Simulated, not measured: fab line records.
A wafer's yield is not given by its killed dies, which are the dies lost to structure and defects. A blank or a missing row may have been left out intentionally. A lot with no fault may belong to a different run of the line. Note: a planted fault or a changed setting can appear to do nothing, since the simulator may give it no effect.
Split-lot experiment	flow n5Finfet	21 wafers read from 7 lots, route of 1938 steps

== ON THE SPLIT ==
At N5_BEOL_M10_EXPOSE_08 (exposes mask M10), the setting doseMj was moved away from the recipe's 53.75 on 7 of the 21 wafers read, by -7.5% to +4.2%. The other wafers ran this setting at the recipe's value.

== FROM THE SPLIT TO THE READING: what the file shows between them, 15 steps ==
- N5_BEOL_M10_PEB_09: peb time 60 s
- N5_BEOL_M10_DEVELOP_10: develop time 30 s
- N5_BEOL_M10_CD_MEAS_11: target cd 64.1 nm
- N5_BEOL_M10_DESCUM_16: chemistry O2, time 7.9 s
- N5_BEOL_M10_ETCH_61: etches SiARC in CF4, target depth 39 nm, time 65 s
- N5_BEOL_M10_ETCH_62: etches SOC in N2/H2, target depth 110 nm, overetch 22 nm, time 165 s
- N5_BEOL_M10_STRIP_68: strips in N2/H2
- N5_BEOL_M10_STRIP_67: strips in CF4
- N5_BEOL_M10_HM_OPEN_17: chemistry Cl2/BCl3, target TiN, target depth 20 nm, overetch 6 nm
- N5_BEOL_M10_STRIP_19: strips in O2
- N5_BEOL_M10_CD_MEAS_18: pitch 140 nm, target cd 70 nm
- N5_BEOL_M10_COAT_63: time 60 s, resist thk 100 nm
- N5_BEOL_M10_COAT_64: time 60 s, resist thk 30 nm
- N5_BEOL_M10_PRECLEAN_42: cleans in residue remover, time 60 s
- N5_BEOL_M10_SRD_43: time 30 s

== THE READING ==
At N5_BEOL_M10_CD_MEAS_35: cdNm in nanometres, against a target cd of 70 nm. Typical for fault-free wafers on this fab line: 69.6 nm, with standard deviation 0.61 nm.

wafer	tool, chamber at the split	doseMj as run	against the recipe	cdNm, nm	against lot-mates on the recipe
L075.1	arfiScanner-03, 0	53.75	recipe	68.8	-
L075.3	arfiScanner-03, 0	53.75	recipe	70.0	-
L075.4	arfiScanner-03, 0	53.75	recipe	69.0	-
L084.3	arfiScanner-03, 0	53.75	recipe	69.6	-
L084.4	arfiScanner-03, 0	53.75	recipe	69.3	-
L084.6	arfiScanner-03, 0	53.75	recipe	69.5	-
L083.1	arfiScanner-01, 0	51.32	-4.5%	67.0	-2.8
L083.2	arfiScanner-01, 0	53.75	recipe	69.4	-
L083.6	arfiScanner-01, 0	53.75	recipe	70.1	-
L089.1	arfiScanner-02, 0	55.92	+4.0%	72.3	+2.7
L089.2	arfiScanner-02, 0	55.92	+4.0%	71.9	+2.3
L089.4	arfiScanner-02, 0	53.75	recipe	69.6	-
L091.4	arfiScanner-02, 0	51.72	-3.8%	67.4	-3.4
L091.5	arfiScanner-02, 0	53.75	recipe	70.8	-
L091.6	arfiScanner-02, 0	51.72	-3.8%	67.5	-3.3
L095.3	arfiScanner-01, 0	53.75	recipe	69.8	-
L095.4	arfiScanner-01, 0	49.72	-7.5%	66.1	-3.7
L095.5	arfiScanner-01, 0	53.75	recipe	69.7	-
L097.2	arfiScanner-03, 0	53.75	recipe	69.2	-
L097.4	arfiScanner-03, 0	53.75	recipe	68.9	-
L097.5	arfiScanner-03, 0	56.01	+4.2%	71.3	+2.2

THE FIT
A straight line over all 21 wafers: cdNm changes by +0.523 nm for each +1% of doseMj; r = +0.95; the points scatter about the line by 0.49 nm.
The same after taking each lot's own level away (the mean of its wafers on the recipe; 21 wafers): +0.606 nm for each +1%; r = +0.96; scatter 0.48 nm.
On that fit, the largest move of doseMj shifts the reading by 4.5 nm.
From 69.05 to 70.80 nm: that is the span of the lots' own levels, equal to 2.9 times the standard deviation above.
Thus the slope moves with the lot-to-lot level: the two fits are different.
Check: -5.21 nm against its lot-mates is what the line predicts for one of the wafers moved furthest among these (-7.5%) when that wafer is left out of the fit. Against them it came out at -3.65 nm.

== THE WHOLE CHAIN: every reading that the file lists as answering this split, in the file's order ==
step	what it does	reading	change (the file's fit)	r (the file's)
N5_BEOL_M10_CD_MEAS_11	target cd 64.1 nm	cdNm	+0.578 nm for each +1% of the setting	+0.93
N5_BEOL_M10_ETCH_61	etches SiARC in CF4, target depth 39 nm, time 65 s	BEOL_M10.cdOffsetNm (the simulator's own value, which no gauge read)	+0.567 nm for each +1% of the setting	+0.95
N5_BEOL_M10_ETCH_62	etches SOC in N2/H2, target depth 110 nm, overetch 22 nm, time 165 s	BEOL_M10.cdOffsetNm (the simulator's own value, which no gauge read)	+0.551 nm for each +1% of the setting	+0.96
N5_BEOL_M10_CD_MEAS_18	pitch 140 nm, target cd 70 nm	cdNm	+0.535 nm for each +1% of the setting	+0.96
N5_BEOL_M10_CD_MEAS_35	target cd 70 nm	cdNm	+0.576 nm for each +1% of the setting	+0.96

== THE FILE'S OWN FIT ==
cdNm changes by +0.576 nm for each +1% of doseMj, r = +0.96.
